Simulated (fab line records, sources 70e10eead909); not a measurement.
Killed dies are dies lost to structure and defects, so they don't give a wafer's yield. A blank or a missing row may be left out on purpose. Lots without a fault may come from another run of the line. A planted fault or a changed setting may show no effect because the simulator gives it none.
Which tool did it? | flow nand_harc | 12 lots, 36 wafers sampled, at 2 steps of a route of 1159

WHAT THE GAUGES READ, wafer by wafer
NHARC_P_STI_CD_MEAS_09: target cd 200 nm.
lot  | measured    | on        | cd_nm (nm)
L075 | day 2 16:46 | cd_sem-03 | 197.9 197.2 200.4
L077 | day 3 02:01 | cd_sem-03 | 201.3 197.9 201.2
L079 | day 3 16:53 | cd_sem-01 | 203.5 198.4 198.8
L081 | day 4 04:56 | cd_sem-03 | 195.6 199.7 200.9
L083 | day 4 21:13 | cd_sem-02 | 199.3 201.5 201.1
L085 | day 5 05:23 | cd_sem-03 | 201.7 198.8 199.9
L087 | day 5 13:44 | cd_sem-02 | 198.6 198.4 199.5
L089 | day 6 06:06 | cd_sem-03 | 195.5 195.7 199.5
L091 | day 6 17:01 | cd_sem-02 | 201.5 202.5 204.6
L093 | day 7 05:43 | cd_sem-01 | 200.6 199.9 200.2
L095 | day 7 19:32 | cd_sem-03 | 198.9 199.0 195.3
L097 | day 8 07:43 | cd_sem-03 | 198.9 201.4 197.1

WHICH TOOL RAN EACH LOT (tool, then ch and the chambers of the sampled wafers, then the start)
lot  | NHARC_P_ZERO_WELL_ETCH_65
L075 | rie_diel-07 ch 0,1,2, day 1 19:22
L077 | rie_diel-07 ch 0,2, day 2 07:23
L079 | rie_diel-07 ch 0,1,2, day 2 19:23
L081 | rie_diel-12 ch 1,2, day 3 07:30
L083 | rie_diel-07 ch 0,1, day 3 19:22
L085 | rie_diel-06 ch 2,3, day 4 07:29
L087 | rie_diel-07 ch 1,2,3, day 4 19:33
L089 | rie_diel-06 ch 0,1, day 5 07:22
L091 | rie_diel-07 ch 0,2,3, day 5 19:23
L093 | rie_diel-07 ch 0,1, day 6 07:22
L095 | rie_diel-07 ch 0,3, day 6 19:29
L097 | rie_diel-12 ch 0,1,3, day 7 07:29
- NHARC_P_ZERO_WELL_ETCH_65: etches the open film in N2/H2, target depth 80 nm, overetch 24 nm, time 87.88 s.

THE ANSWER, worked out from the rows above alone
Rule: what is usual is taken from the lots themselves. Put in order of their means at a reading, lots are off if they are a third of the lots or fewer, leave a main group of 4 or more, and stand apart from it by a gap of 3 or more times the standard deviation of the main group's means; of several such gaps the widest counts. A main group whose means are all the same, to the digits that the tables above print for the reading, isn't used. A lot without any number at a reading at which 4 lots or more have one is off too. The other lots that the step has rows for count as sound.
No lot is off at any reading shown: from this, nothing can be told.

WHAT THE SIMULATOR HAD PUT IN
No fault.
